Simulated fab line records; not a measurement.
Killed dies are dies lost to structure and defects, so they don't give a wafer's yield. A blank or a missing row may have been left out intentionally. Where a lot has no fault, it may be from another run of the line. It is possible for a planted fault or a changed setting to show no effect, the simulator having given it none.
Struck lot and sound lot, side by side / flow nand-harc / 15 out of 1302 route steps
Sound: the wafers L993.1, L993.4, L993.5. Wafers struck: L987.1, L987.5, L987.6. The cause comes at the end.
Order at every step that has rows: each side's tool, ch and its chambers, its first start. Under that, the readings that differ: sound wafers / struck wafers / difference of the means / sigmas: that difference in standard deviations of wafers without a fault.
alike: readings whose means differ by less than 2 such deviations, and words and numbers that are the same on both sides. not compared: withheld readings, readings that some wafer has no value for, bounds like >300 that may hide the same value, and numbers for which the record gives no deviation and whose values overlap.
The two part at a step that has a row with sigmas, a row that says differs or no value, or rows on one side only. Numbers that don't overlap but have no deviation are shown without sigmas and don't part them. Lack of a reading on every wafer of one side parts them only where that side has two or more wafers.

first, 5 steps without rows for these wafers: NHARC_THIN_TSV_SOFTBAKE_07 (time 95 s); NHARC_THIN_TSV_EBR_08; NHARC_THIN_TSV_EXPOSE_09 (exposes mask TSV); NHARC_THIN_TSV_PEB_10 (peb time 85 s); NHARC_THIN_TSV_DEVELOP_11 (time 70 s).
NHARC_THIN_TSV_CD_MEAS_12: target cd 1000 nm.
  sound on cd-sem-03 ch 0, day 30 03:16; struck on cd-sem-02 ch 0, day 28 17:35
  alike: cd-nm
then, 1 step without rows for these wafers: NHARC_THIN_TSV_HARDBAKE_13 (time 80 s).
NHARC_THIN_TSV_DESCUM_14: chemistry O2, time 3 s.
  sound on rie-diel-05 ch 2,3, day 30 03:25; struck on rie-diel-07 ch 0,2,3, day 28 17:45
  alike: drypump-motor-current-A, oes-product-au, rf-vpp-V, showerhead-plenum-p-Torr, throttle-valve-pct
  not compared: rf-hours-counter-h
NHARC_THIN_TSV_ETCH_44: etches the open film in CF4/O2, target depth 1594.2 nm, time 797.1 s.
  sound on rie-diel-05 ch 0,1, day 30 03:30; struck on rie-diel-07 ch 0,1,3, day 28 17:56
  alike: cf4-flow-sccm, drypump-motor-current-A, oes-product-au, rf-vpp-V, showerhead-plenum-p-Torr, throttle-valve-pct
  not compared: rf-hours-counter-h
NHARC_THIN_TSV_ETCH_15: target depth 3000 nm, bosch target overetch cycles 2, bosch etch step 2.8 s.
  sound on rie-si-06 ch 0,1,2, day 30 04:05; struck on rie-si-02 ch 1,2, day 28 18:23
  alike: drypump-motor-current-A
  not compared: rf-hours-counter-h
NHARC_THIN_TSV_CD_MEAS_16:
  struck on cd-sem-01, day 28 18:32; sound on cd-sem-02, day 30 04:13
  alike: cd-nm
NHARC_THIN_TSV_STRIP_45: strips in O2.
  sound on plasma-asher-02 ch 0,1, day 30 04:23; struck on plasma-asher-02 ch 0,1, day 28 18:39
  alike: drypump-motor-current-A, heater-power-w
  not compared: rf-hours-counter-h
NHARC_THIN_TSV_STRIP_46: strips in post etch residue remover, time 1200 s.
  sound on wet-bench-08 ch 2,6,7, day 30 04:44; struck on wet-bench-08 ch 2,3,6, day 28 18:57
  no value came back on the struck wafers for bath-guard-temp-C (C), bath-heat-duty-pct (%); on the sound wafers bath-guard-temp-C (C) reads 72.2 72.7 73.1
NHARC_THIN_TSV_DEP_47: deposits SiO2, target thk 200 nm.
  sound on pecvd-01 ch 0,1,2, day 30 05:11; struck on pecvd-01 ch 1,2, day 28 19:29
  alike: chamber-pressure-Torr, throttle-valve-pct
NHARC_END_SORT_01:
  sound on prober-02 ch 0, day 30 18:41; struck on prober-01 ch 0, day 29 20:29
  alike: defect-limited-yield, killed-at-array, killed-at-other, killed-at-periphery, killed-dies, killed-open, killed-short

== WHERE THEY PART ==
Only at NHARC_THIN_TSV_STRIP_46, within this record. Later steps at which nothing parts them and some readings are alike: NHARC_THIN_TSV_DEP_47, NHARC_END_SORT_01.

WHY: the cause the simulator had injected
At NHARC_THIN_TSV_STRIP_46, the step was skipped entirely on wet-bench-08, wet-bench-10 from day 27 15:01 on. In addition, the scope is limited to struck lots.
